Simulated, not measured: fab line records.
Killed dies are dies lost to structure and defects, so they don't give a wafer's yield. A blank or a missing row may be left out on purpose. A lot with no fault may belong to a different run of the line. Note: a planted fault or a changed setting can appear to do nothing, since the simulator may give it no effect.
Which of the tools did it?	flow n5_finfet	15 lots, 45 wafers sampled, at 6 steps of a route of 1938

## WHAT THE GAUGES READ, wafer by wafer
N5_BEOL_M14_CD_MEAS_17: the cd target is 250 nm.
lot	measured	on	cd_nm (nm)
L758	day 11 12:15	cd_sem-01	249.4 253.1 245.2
L759	day 11 18:17	cd_sem-02	250.1 250.6 246.9
L762	day 13 05:04	cd_sem-02	246.8 249.6 246.2
L764	day 13 10:58	cd_sem-02	249.6 249.4 248.1
L763	day 13 11:47	cd_sem-03	252.7 248.2 247.5
L766	day 13 20:51	cd_sem-03	- - -
L768	day 14 00:28	cd_sem-02	- - -
L767	day 14 05:19	cd_sem-03	- - -
L773	day 15 14:49	cd_sem-03	249.3 247.6 251.4
L775	day 15 19:44	cd_sem-01	253.0 249.0 248.2
L778	day 16 11:57	cd_sem-03	248.8 247.9 248.5
L776	day 16 19:32	cd_sem-02	248.7 252.8 248.8
L779	day 17 00:52	cd_sem-01	247.4 251.2 244.5
L777	day 17 01:29	cd_sem-03	247.7 248.0 247.0
L780	day 17 16:38	cd_sem-02	255.0 252.3 250.0

## EACH LOT AND THE TOOL THAT RAN IT (in order: tool; ch and the chambers of the sampled wafers; start)
lot	N5_BEOL_M13_DESCUM_33	N5_BEOL_M13_TRENCH_ETCH_34	N5_BEOL_M13_STRIP_37	N5_BEOL_M14_ILD_DEP_00	N5_BEOL_M14_VIA_ETCH_16
L758	rie_diel-06 ch 0,1,3, day 11 06:11	rie_diel-06 ch 0,1,3, day 11 06:35	plasma_asher-01 ch 0,1, day 11 06:48	pecvd-02 ch 0,1, day 11 11:03	rie_diel-02 ch 0,1,2, day 11 11:54
L759	rie_diel-05 ch 0,1,3, day 11 12:49	rie_diel-05 ch 0,1,3, day 11 13:13	plasma_asher-02 ch 0,1, day 11 13:26	pecvd-01 ch 0,1, day 11 17:16	rie_diel-04 ch 0,1,2, day 11 17:56
L762	rie_diel-06 ch 1,3, day 12 21:56	rie_diel-06 ch 1,3, day 12 22:21	plasma_asher-02 ch 0,1, day 12 22:34	pecvd-02 ch 0,1,2, day 13 03:43	rie_diel-02 ch 0,1,3, day 13 04:43
L764	rie_diel-05 ch 0,3, day 13 05:10	rie_diel-05 ch 0,3, day 13 05:34	plasma_asher-02 ch 0,1, day 13 05:47	pecvd-03 ch 0,2, day 13 09:50	rie_diel-01 ch 0,3, day 13 10:37
L763	rie_diel-06 ch 1,2,3, day 13 05:19	rie_diel-06 ch 1,2,3, day 13 05:43	plasma_asher-02 ch 0,1, day 13 05:56	pecvd-02 ch 0,1, day 13 10:38	rie_diel-01 ch 2,3, day 13 11:26
L766	rie_diel-05 ch 0,1, day 13 15:14	rie_diel-05 ch 0,1, day 13 15:38	plasma_asher-02 ch 0,1, day 13 15:51	pecvd-01 ch 0,1,2, day 13 19:41	rie_diel-01 ch 0,1,2, day 13 20:31
L768	rie_diel-05 ch 0,1,3, day 13 17:27	rie_diel-05 ch 1, day 13 17:52	plasma_asher-01 ch 0,1, day 13 18:08	pecvd-02 ch 0,1, day 13 23:26	rie_diel-01 ch 0,2,3, day 14 00:07
L767	rie_diel-03 ch 0,1,3, day 14 00:19	rie_diel-03 ch 0,1,3, day 14 00:43	plasma_asher-02 ch 0,1, day 14 00:57	pecvd-02 ch 0,1,2, day 14 04:19	rie_diel-04 ch 1,2, day 14 04:59
L773	rie_diel-06 ch 1,2,3, day 15 08:50	rie_diel-06 ch 1,2,3, day 15 09:14	plasma_asher-01 ch 0,1, day 15 09:28	pecvd-01 ch 1,2, day 15 13:48	rie_diel-04 ch 0,1,3, day 15 14:28
L775	rie_diel-03 ch 0,2,3, day 15 14:40	rie_diel-03 ch 0,2,3, day 15 15:04	plasma_asher-02 ch 0,1, day 15 15:17	pecvd-01 ch 0,1,2, day 15 18:43	rie_diel-01 ch 1,2,3, day 15 19:23
L778	rie_diel-05 ch 0,2,3, day 16 04:10	rie_diel-05 ch 0,2,3, day 16 04:34	plasma_asher-01 ch 0,1, day 16 04:46	pecvd-03 ch 0,1,2, day 16 10:48	rie_diel-02 ch 1,3, day 16 11:36
L776	rie_diel-03 ch 2,3, day 16 13:20	rie_diel-03 ch 2,3, day 16 13:45	plasma_asher-02 ch 0,1, day 16 13:58	pecvd-01 ch 0,2, day 16 18:21	rie_diel-02 ch 0,2, day 16 19:04
L779	rie_diel-03 ch 1,2,3, day 16 20:37	rie_diel-03 ch 1,2,3, day 16 21:01	plasma_asher-02 ch 0,1, day 16 21:14	pecvd-01 ch 0,1, day 16 23:50	rie_diel-01 ch 0,2,3, day 17 00:31
L777	rie_diel-05 ch 0,3, day 16 20:39	rie_diel-05 ch 0,3, day 16 21:04	plasma_asher-01 ch 0,1, day 16 21:16	pecvd-02 ch 0,2, day 17 00:21	rie_diel-04 ch 0,1,2, day 17 01:08
L780	rie_diel-06 ch 0,3, day 17 07:52	rie_diel-06 ch 0,3, day 17 08:16	plasma_asher-01 ch 0,1, day 17 08:30	pecvd-02 ch 0,2, day 17 15:28	rie_diel-02 ch 1,2, day 17 16:16
- N5_BEOL_M13_DESCUM_33: chemistry O2, time 7.9 s.
- N5_BEOL_M13_TRENCH_ETCH_34: etches SiOC in C4F8/O2/Ar, target depth 413.47 nm, time 162.6 s.
- N5_BEOL_M13_STRIP_37: strips in N2/H2.
- N5_BEOL_M14_ILD_DEP_00: deposits SiO2 from TEOS/O2, target thk 1119.3 nm, time 237.4 s.
- N5_BEOL_M14_VIA_ETCH_16: etches SiO2 in C4F8/O2/Ar, target depth 1231.3 nm.

## AS READ BY THE TOOLS THEMSELVES (means over the sampled wafers that have a number; for cases with no such wafer, the mark the record gives instead)
N5_BEOL_M13_DESCUM_33.
lot	tool	bias_power_w (W)	chamber_pressure_mTorr (mTorr)	drypump_motor_current_A (A)	oes_product_au (a.u.)	rf_vpp_V (V)	showerhead_plenum_p_Torr (Torr)	throttle_valve_pct (%)
L758	rie_diel-06	19.99	19.991	5.29	0.78	244.1	2.13	20.38
L759	rie_diel-05	19.99	19.988	5.28	0.86	243.7	2.08	20.27
L762	rie_diel-06	20.10	19.996	5.40	0.83	243.4	2.11	20.31
L764	rie_diel-05	20.00	20.016	5.12	0.86	243.0	2.10	20.35
L763	rie_diel-06	20.02	20.000	5.54	0.77	243.8	2.09	20.56
L766	rie_diel-05	20.05	19.987	5.31	0.89	242.7	2.06	20.16
L768	rie_diel-05	19.96	19.991	5.26	0.83	244.1	2.07	20.31
L767	rie_diel-03	20.05	20.013	5.46	0.79	243.8	2.13	20.31
L773	rie_diel-06	20.02	20.007	5.55	0.75	243.4	2.09	20.58
L775	rie_diel-03	19.98	20.012	5.46	0.82	242.3	2.08	20.26
L778	rie_diel-05	20.05	20.017	5.36	0.83	242.5	2.10	20.35
L776	rie_diel-03	19.94	20.003	5.22	0.87	243.0	2.07	20.27
L779	rie_diel-03	19.97	19.996	5.23	0.82	243.6	2.12	20.35
L777	rie_diel-05	19.98	20.000	5.20	0.77	243.0	2.07	20.49
L780	rie_diel-06	20.02	19.998	5.23	0.67	243.1	2.10	20.64

N5_BEOL_M13_TRENCH_ETCH_34.
lot	tool	C4F8_flow_sccm (sccm)	chamber_pressure_mTorr (mTorr)	drypump_motor_current_A (A)	mfc_ar_sccm (sccm)	oes_product_au (a.u.)	rf_vpp_V (V)	showerhead_plenum_p_Torr (Torr)	throttle_valve_pct (%)
L758	rie_diel-06	15.01	30.00	5.29	402.0	0.77	666.8	3.48	24.20
L759	rie_diel-05	15.02	30.00	5.28	400.1	0.86	664.9	3.41	24.07
L762	rie_diel-06	14.98	30.02	5.41	399.9	0.82	666.3	3.46	24.18
L764	rie_diel-05	14.98	29.99	5.11	399.9	0.87	666.3	3.45	24.25
L763	rie_diel-06	15.02	30.02	5.56	399.6	0.76	665.2	3.42	24.33
L766	rie_diel-05	15.02	29.98	5.32	401.6	0.89	664.5	3.37	23.92
L768	rie_diel-05	15.02	30.00	5.46	400.2	0.86	663.6	3.32	23.76
L767	rie_diel-03	15.01	30.02	5.46	399.5	0.79	667.3	3.48	24.12
L773	rie_diel-06	15.02	29.97	5.57	400.0	0.75	665.2	3.41	24.36
L775	rie_diel-03	14.99	30.01	5.45	400.6	0.82	664.8	3.39	24.03
L778	rie_diel-05	15.03	30.01	5.34	401.0	0.82	666.9	3.45	24.24
L776	rie_diel-03	15.01	30.02	5.24	400.0	0.87	664.8	3.38	24.07
L779	rie_diel-03	15.04	30.02	5.24	399.6	0.83	667.0	3.46	24.18
L777	rie_diel-05	14.97	29.94	5.20	400.7	0.75	665.7	3.40	24.32
L780	rie_diel-06	15.04	29.97	5.25	399.7	0.68	665.9	3.42	24.36

N5_BEOL_M13_STRIP_37.
lot	tool	drypump_motor_current_A (A)	h2_flow_sccm (sccm)	heater_power_w (W)	oes_product_au (a.u.)
L758	plasma_asher-01	6.2	3249	390	0.779
L759	plasma_asher-02	5.3	3260	337	0.798
L762	plasma_asher-02	5.1	3249	333	0.784
L764	plasma_asher-02	5.1	3251	331	0.782
L763	plasma_asher-02	5.1	3249	327	0.778
L766	plasma_asher-02	5.1	3243	331	0.790
L768	plasma_asher-01	6.1	3248	354	0.784
L767	plasma_asher-02	5.1	3244	333	0.783
L773	plasma_asher-01	6.1	3249	385	0.797
L775	plasma_asher-02	5.1	3250	328	0.786
L778	plasma_asher-01	6.1	3249	361	0.791
L776	plasma_asher-02	5.3	3248	337	0.772
L779	plasma_asher-02	5.1	3244	334	0.778
L777	plasma_asher-01	6.2	3247	395	0.787
L780	plasma_asher-01	6.2	3252	386	0.788

N5_BEOL_M14_ILD_DEP_00.
lot	tool	chamber_pressure_Torr (Torr)	heater_power_outer_w (W)	heater_power_w (W)	showerhead_plenum_p_Torr (Torr)	throttle_valve_pct (%)
L758	pecvd-02	6.487	306	556	8.41	19.5
L759	pecvd-01	6.506	391	618	8.37	18.5
L762	pecvd-02	6.490	239	472	8.40	18.8
L764	pecvd-03	6.501	233	474	8.35	18.3
L763	pecvd-02	6.488	276	519	8.40	19.6
L766	pecvd-01	-	-	-	-	-
L768	pecvd-02	-	-	-	-	-
L767	pecvd-02	-	-	-	-	-
L773	pecvd-01	6.495	322	516	8.32	18.4
L775	pecvd-01	6.507	325	548	8.35	18.6
L778	pecvd-03	6.488	286	533	8.36	18.4
L776	pecvd-01	6.504	270	480	8.31	18.7
L779	pecvd-01	6.493	370	589	8.36	18.7
L777	pecvd-02	6.495	258	489	8.40	19.3
L780	pecvd-02	6.514	238	473	8.40	18.7

N5_BEOL_M14_VIA_ETCH_16.
lot	tool	C4F8_flow_sccm (sccm)	chamber_pressure_mTorr (mTorr)	drypump_motor_current_A (A)	mfc_ar_sccm (sccm)	oes_f_703_au (a.u.)	oes_o_777_au (a.u.)	oes_product_au (a.u.)	rf_vpp_V (V)	showerhead_plenum_p_Torr (Torr)	throttle_valve_pct (%)
L758	rie_diel-02	16.00	20.008	6.0	399.6	0.78	0.78	0.70	2227	3.49	30.96
L759	rie_diel-04	15.97	20.005	6.3	400.5	0.75	0.75	0.67	2218	3.32	30.93
L762	rie_diel-02	15.99	19.980	5.8	400.1	0.75	0.75	0.69	2201	3.43	31.14
L764	rie_diel-01	16.04	20.015	5.9	397.0	0.77	0.77	0.71	2183	3.48	30.67
L763	rie_diel-01	16.02	20.005	5.9	401.1	0.75	0.76	0.69	2216	3.42	30.61
L766	rie_diel-01	15.97	20.005	5.3	399.8	0.77	0.79	0.29	2216	3.43	30.19
L768	rie_diel-01	16.00	19.991	5.6	399.4	0.77	0.77	0.30	2209	3.42	30.07
L767	rie_diel-04	15.96	19.995	6.1	400.2	0.87	0.87	0.32	2194	3.33	29.92
L773	rie_diel-04	15.95	19.996	6.0	400.3	0.86	0.85	0.78	2249	3.43	31.05
L775	rie_diel-01	16.05	19.989	5.6	400.5	0.73	0.75	0.67	2223	3.41	30.74
L778	rie_diel-02	16.03	20.017	5.5	399.0	0.69	0.67	0.61	2192	3.38	31.31
L776	rie_diel-02	15.99	20.011	5.8	401.0	0.75	0.75	0.67	2227	3.51	30.90
L779	rie_diel-01	15.99	19.979	5.5	399.9	0.74	0.75	0.68	2206	3.40	30.78
L777	rie_diel-04	16.02	20.013	6.3	399.7	0.87	0.87	0.78	2228	3.43	30.83
L780	rie_diel-02	16.02	19.987	6.4	400.7	0.68	0.67	0.61	2239	3.43	31.14

## THE ANSWER, worked out from the rows above alone
Rule: usual is defined by the lots themselves. Put in order of their means at a reading, lots are off if they are a third of the lots or fewer, leave a main group of 4 or more, and stand apart from it by a gap of 3 or more times the standard deviation of the main group's means; of several such gaps the widest counts. The tables above print the reading to a certain number of digits; a main group whose means all agree to those digits is not used. A lot without any number at a reading at which 4 lots or more have one is off too. Any other lot the step has rows for is counted as sound. Order of review: gauges by route order, followed by the tools' own readings, for which a lot's mean as printed above is used. The first step at which some lot is off is used, and at that step the reading that is off furthest; a lot without a number counts as furthest.
Off: L766, L768, L767, at N5_BEOL_M14_CD_MEAS_17 (cd_nm). Without a number there: L766, L768, L767. For the main group the mean is 249.2 nm and the standard deviation 1.3.
A tool fits if, at a process step before that reading, it ran every lot that is off, and no sound lot after the first of them. The gauges at N5_BEOL_M14_CD_MEAS_17 aren't tried: what is off there is off at N5_BEOL_M14_ILD_DEP_00 too, on other tools, and a gauge's error can't cause that. None of those tried fits.

## WHAT THE SIMULATOR HAD INSERTED
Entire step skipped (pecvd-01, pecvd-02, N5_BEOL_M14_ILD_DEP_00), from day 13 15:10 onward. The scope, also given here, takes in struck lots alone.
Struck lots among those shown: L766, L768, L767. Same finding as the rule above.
